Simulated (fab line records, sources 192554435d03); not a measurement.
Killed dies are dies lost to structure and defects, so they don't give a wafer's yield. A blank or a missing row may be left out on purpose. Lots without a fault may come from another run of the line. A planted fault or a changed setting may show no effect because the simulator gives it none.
Which tool did it? | flow n5_finfet | 10 lots, 30 wafers sampled, at 4 steps of a route of 1938

WHAT THE GAUGES READ, wafer by wafer
N5_SD_EPI_N_OVL_MEAS_10.
lot  | measured    | on         | SD_N_BLK_OVL (nm)
L076 | day 3 13:57 | overlay-02 | 1.1 0.1 1.2
L079 | day 4 07:47 | overlay-02 | 0.4 -0.1 0.2
L081 | day 4 20:47 | overlay-02 | 0.3 0.6 0.5
L083 | day 5 05:59 | overlay-01 | 0.2 1.1 -1.1
L085 | day 5 19:16 | overlay-02 | 1.3 1.9 0.3
L088 | day 6 10:59 | overlay-02 | 0.4 -0.1 0.0
L090 | day 7 02:15 | overlay-02 | 1.3 1.3 0.9
L093 | day 7 16:47 | overlay-02 | -0.1 0.0 0.1
L095 | day 8 08:20 | overlay-02 | -0.8 0.1 0.0
L097 | day 8 23:23 | overlay-02 | 0.0 0.8 1.1

WHICH TOOL RAN EACH LOT (tool, then ch and the chambers of the sampled wafers, then the start)
lot  | N5_DUMMY_GATE_DESCUM_20           | N5_DUMMY_GATE_ETCH_36             | N5_DUMMY_GATE_HM_OPEN_21
L076 | rie_diel-03 ch 0,3, day 3 11:41   | rie_diel-03 ch 0,3, day 3 11:47   | rie_diel-02 ch 1,3, day 3 12:12
L079 | rie_diel-02 ch 0,3, day 4 05:43   | rie_diel-02 ch 0,3, day 4 05:49   | rie_diel-03 ch 2,3, day 4 06:13
L081 | rie_diel-03 ch 0,2, day 4 17:16   | rie_diel-03 ch 0,2, day 4 17:22   | rie_diel-02 ch 0,1,2, day 4 18:01
L083 | rie_diel-03 ch 1,3, day 5 03:46   | rie_diel-03 ch 1,3, day 5 03:53   | rie_diel-02 ch 0,2, day 5 04:22
L085 | rie_diel-03 ch 0,1, day 5 17:02   | rie_diel-03 ch 0,1, day 5 17:08   | rie_diel-06 ch 0,2, day 5 17:35
L088 | rie_diel-06 ch 0,1, day 6 08:51   | rie_diel-06 ch 0,1, day 6 08:58   | rie_diel-03 ch 0,2,3, day 6 09:26
L090 | rie_diel-03 ch 0,1,2, day 6 23:53 | rie_diel-03 ch 0,1,2, day 6 23:59 | rie_diel-02 ch 1,3, day 7 00:35
L093 | rie_diel-02 ch 1,2,3, day 7 14:44 | rie_diel-02 ch 1,2,3, day 7 14:50 | rie_diel-03 ch 0,1, day 7 15:14
L095 | rie_diel-06 ch 0,1,3, day 8 06:02 | rie_diel-06 ch 0,1,3, day 8 06:08 | rie_diel-06 ch 0,2,3, day 8 06:32
L097 | rie_diel-03 ch 2,3, day 8 20:53   | rie_diel-03 ch 2,3, day 8 21:00   | rie_diel-06 ch 0,1,2, day 8 21:44
- N5_DUMMY_GATE_DESCUM_20: chemistry O2, time 6.2 s.
- N5_DUMMY_GATE_ETCH_36: etches SiARC in CF4, target depth 13 nm.
- N5_DUMMY_GATE_HM_OPEN_21: chemistry CH3F/O2, target SiNx, target depth 120 nm, time 171.4 s.

THE ANSWER, worked out from the rows above alone
Rule: what is usual is taken from the lots themselves. Put in order of their means at a reading, lots are off if they are a third of the lots or fewer, leave a main group of 4 or more, and stand apart from it by a gap of 3 or more times the standard deviation of the main group's means; of several such gaps the widest counts. A main group whose means are all the same, to the digits that the tables above print for the reading, isn't used. A lot without any number at a reading at which 4 lots or more have one is off too. The other lots that the step has rows for count as sound.
No lot is off at any reading shown: from this, nothing can be told.

WHAT THE SIMULATOR HAD PUT IN
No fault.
